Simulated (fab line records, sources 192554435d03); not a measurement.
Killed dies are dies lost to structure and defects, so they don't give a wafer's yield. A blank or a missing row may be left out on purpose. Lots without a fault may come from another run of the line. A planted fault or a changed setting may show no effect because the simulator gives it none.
Chamber matching | flow n5_finfet | N5_FIN_SAQP_HM_DEP_03 on pecvd-03: 3 sister chambers
The step deposits SiNx from SiH4/NH3/N2, target thk 38 nm, time 33.6 s. 6 wafers are shown with their chamber, then 7 later ones without.

WAFERS WITH THEIR CHAMBER
wafer  | chamber | showerhead_plenum_p_Torr (Torr) | heater_power_w (W)
L085.1 | 1       | 5.22                            | 884
L087.2 | 0       | 5.05                            | 682
L087.4 | 0       | 5.04                            | 703
L087.5 | 1       | 5.22                            | 765
L089.2 | 2       | 5.10                            | 687
L089.4 | 2       | 5.11                            | 700

WAFERS WITHOUT THEIR CHAMBER
wafer  | showerhead_plenum_p_Torr (Torr) | heater_power_w (W)
L089.5 | 5.21                            | 802
L093.1 | 5.21                            | 790
L093.2 | 5.11                            | 727
L093.3 | 5.05                            | 731
L097.2 | 5.10                            | 711
L097.4 | 5.10                            | 719
L097.6 | 5.05                            | 698

WHICH CHAMBER EACH WENT THROUGH
wafer  | from the rows above | in truth
L089.5 | 1                   | 1
L093.1 | 1                   | 1
L093.2 | 2                   | 2
L093.3 | 0                   | 0
L097.2 | 2                   | 2
L097.4 | 2                   | 2
L097.6 | 0                   | 0
Placed correctly: 7 of 7. Can't be placed from these rows: 0. Placed wrongly: 0.
How it was worked out, from the rows above alone: a wafer's distance from a chamber is the root of the sum, over the readings, of the square of ((its reading less the chamber's mean) divided by the reading's scatter). The wafer belongs to the nearest chamber; if the next one is less than 2 further off, it can't be placed. A chamber's mean is the mean of its shown wafers. The scatter: the root of (the sum of the squares of (reading less its chamber's mean) over the shown wafers, divided by (wafers less chambers)).
